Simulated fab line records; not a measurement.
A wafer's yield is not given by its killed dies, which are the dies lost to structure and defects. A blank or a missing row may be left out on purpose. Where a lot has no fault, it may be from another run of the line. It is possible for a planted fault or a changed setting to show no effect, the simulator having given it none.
Which tool was responsible?	flow nand_harc	12 lots, 36 wafers sampled, at 4 steps of a route of 1302

WHAT EACH GAUGE READ, for each wafer
NHARC_P_GATE_CD_MEAS_91 targets a cd of 2000 nm. Usual: cd_nm reads 2000.1 nm (standard deviation 2.2).
lot	measured	on	cd_nm (nm)	flag
L214	day 5 20:39	cd_sem-03	1996.8 1997.0 1997.8	
L216	day 6 20:07	cd_sem-01	1997.6 1995.7 1999.4	
L217	day 7 00:56	cd_sem-01	2002.0 2003.0 2000.2	
L218	day 7 20:24	cd_sem-02	2001.9 2000.9 2002.9	
L220	day 8 14:11	cd_sem-03	1999.7 1999.4 1998.1	
L221	day 9 04:09	cd_sem-03	2001.7 2002.1 2002.0	
L223	day 9 18:43	cd_sem-02	1999.8 1998.6 2000.9	
L224	day 10 03:11	cd_sem-03	2001.7 2003.8 2002.7	
L225	day 10 09:48	cd_sem-03	2001.8 2000.1 2001.7	
L226	day 10 21:19	cd_sem-01	1955.5 1953.8 1956.4	OFF
L236	day 15 02:15	cd_sem-02	1999.5 1998.2 2000.0	
L237	day 15 08:50	cd_sem-02	1996.4 1997.5 1999.6	

WHICH TOOL RAN EACH LOT (tool, then ch and the chambers of the sampled wafers, then the start)
lot	NHARC_P_GATE_DESCUM_31	NHARC_P_GATE_STRIP_76	NHARC_P_GATE_EXPOSE_88
L214	rie_diel-05 ch 0,1,2, day 5 03:19	plasma_asher-01 ch 0,1, day 5 19:44	krf_scanner-02 ch 0, day 5 20:29
L216	rie_diel-02 ch 0,1,2, day 6 04:57	plasma_asher-02 ch 0,1, day 6 19:11	krf_scanner-04 ch 0, day 6 19:58
L217	rie_diel-05 ch 0,3, day 6 09:56	plasma_asher-01 ch 0,1, day 7 00:10	krf_scanner-04 ch 0, day 7 00:47
L218	rie_diel-02 ch 0,3, day 7 04:44	plasma_asher-01 ch 0, day 7 19:37	krf_scanner-04 ch 0, day 7 20:15
L220	rie_diel-02 ch 1,3, day 7 22:52	plasma_asher-01 ch 0,1, day 8 13:16	krf_scanner-01 ch 0, day 8 14:01
L221	rie_diel-03 ch 0,1,3, day 8 13:08	plasma_asher-01 ch 0,1, day 9 03:14	krf_scanner-02 ch 0, day 9 03:59
L223	rie_diel-05 ch 0,1, day 9 03:36	plasma_asher-01 ch 0,1, day 9 17:48	krf_scanner-02 ch 0, day 9 18:34
L224	rie_diel-05 ch 0,1,2, day 9 12:04	plasma_asher-01 ch 0,1, day 10 02:24	krf_scanner-02 ch 0, day 10 03:02
L225	rie_diel-02 ch 0,1, day 9 18:49	plasma_asher-01 ch 1, day 10 09:01	krf_scanner-02 ch 0, day 10 09:38
L226	rie_diel-03 ch 1,3, day 10 06:00	plasma_asher-01 ch 0,1, day 10 20:24	krf_scanner-01 ch 0, day 10 21:10
L236	rie_diel-02 ch 0,1,3, day 14 10:37	plasma_asher-02 ch 0,1, day 15 01:19	krf_scanner-04 ch 0, day 15 02:05
L237	rie_diel-02 ch 0,2, day 14 17:48	plasma_asher-02 ch 0,1, day 15 08:01	krf_scanner-04 ch 0, day 15 08:41
- NHARC_P_GATE_DESCUM_31: chemistry O2, time 3 s.
- NHARC_P_GATE_STRIP_76: strips in O2.
- NHARC_P_GATE_EXPOSE_88: exposes mask P HVN, target cd 2000 nm.

WHAT THE TOOLS THEMSELVES READ (means of the sampled wafers that have a number; where no wafer has one, the mark that the record gives instead)
NHARC_P_GATE_DESCUM_31. Usual: drypump_motor_current_A 5.8 A, standard deviation 0.58; oes_product_au 1.000 a.u., standard deviation 0.011; rf_vpp_V 57.8 V, standard deviation 0.88; showerhead_plenum_p_Torr 1.93 Torr, standard deviation 0.053; throttle_valve_pct 11.311 %, standard deviation 0.0092.
lot	tool	drypump_motor_current_A (A)	oes_product_au (a.u.)	rf_vpp_V (V)	showerhead_plenum_p_Torr (Torr)	throttle_valve_pct (%)	flag
L214	rie_diel-05	5.5	1.004	58.9	1.98	11.319	
L216	rie_diel-02	5.9	1.012	58.6	1.94	11.302	
L217	rie_diel-05	5.4	0.998	57.5	1.94	11.311	
L218	rie_diel-02	5.7	1.002	57.8	1.95	11.309	
L220	rie_diel-02	5.8	1.000	57.6	1.96	11.309	
L221	rie_diel-03	6.4	1.001	57.7	1.88	11.315	
L223	rie_diel-05	5.0	0.994	57.5	1.98	11.317	
L224	rie_diel-05	5.5	0.999	58.1	1.98	11.313	
L225	rie_diel-02	5.5	1.007	58.0	1.95	11.314	
L226	rie_diel-03	6.3	0.992	58.0	1.87	11.309	
L236	rie_diel-02	5.7	0.994	57.3	1.95	11.319	
L237	rie_diel-02	6.1	0.990	57.5	1.92	11.317	

NHARC_P_GATE_STRIP_76. Usual: drypump_motor_current_A 5.8 A, standard deviation 0.52; heater_power_w 344 W, standard deviation 11.
lot	tool	drypump_motor_current_A (A)	heater_power_w (W)	flag
L214	plasma_asher-01	5.7	345	
L216	plasma_asher-02	5.3	341	
L217	plasma_asher-01	5.7	344	
L218	plasma_asher-01	5.5	345	
L220	plasma_asher-01	5.7	356	
L221	plasma_asher-01	5.7	354	
L223	plasma_asher-01	6.0	349	
L224	plasma_asher-01	5.7	356	
L225	plasma_asher-01	6.2	346	
L226	plasma_asher-01	5.7	353	
L236	plasma_asher-02	5.9	330	
L237	plasma_asher-02	5.3	332	

NHARC_P_GATE_EXPOSE_88. Usual: reticle_temp_C reads 22.99 C (standard deviation 0.13).
lot	tool	reticle_temp_C (C)	flag
L214	krf_scanner-02	22.95	
L216	krf_scanner-04	23.11	
L217	krf_scanner-04	23.17	
L218	krf_scanner-04	22.89	
L220	krf_scanner-01	23.10	
L221	krf_scanner-02	22.92	
L223	krf_scanner-02	22.91	
L224	krf_scanner-02	23.01	
L225	krf_scanner-02	23.04	
L226	krf_scanner-01	23.11	
L236	krf_scanner-04	22.87	
L237	krf_scanner-04	23.02	

THE ANSWER, worked out from the rows above alone
Rule: a lot is off if the mean of its wafers that have a number lies more than 3 standard deviations from the usual mean. A lot without any number at a reading at which 4 lots or more have one is off too. Any other lot the step has rows for is counted as sound. First the gauges in route order, then the tools' own readings, where a lot's mean is used as printed above. The first step at which some lot is off is used, and at that step the reading that is off furthest; a lot without a number counts as furthest.
Off, at NHARC_P_GATE_CD_MEAS_91 on cd_nm: L226.
A tool fits if, at a process step before that reading, it ran every lot that is off, and no sound lot after the first of them. Those tools and the gauges at NHARC_P_GATE_CD_MEAS_91 are tried in the same way. Can't be told from this: 4 tools fit, rie_diel-03 at NHARC_P_GATE_DESCUM_31, plasma_asher-01 at NHARC_P_GATE_STRIP_76, krf_scanner-01 at NHARC_P_GATE_EXPOSE_88, cd_sem-01 at NHARC_P_GATE_CD_MEAS_91.

WHAT THE SIMULATOR HAD PUT IN
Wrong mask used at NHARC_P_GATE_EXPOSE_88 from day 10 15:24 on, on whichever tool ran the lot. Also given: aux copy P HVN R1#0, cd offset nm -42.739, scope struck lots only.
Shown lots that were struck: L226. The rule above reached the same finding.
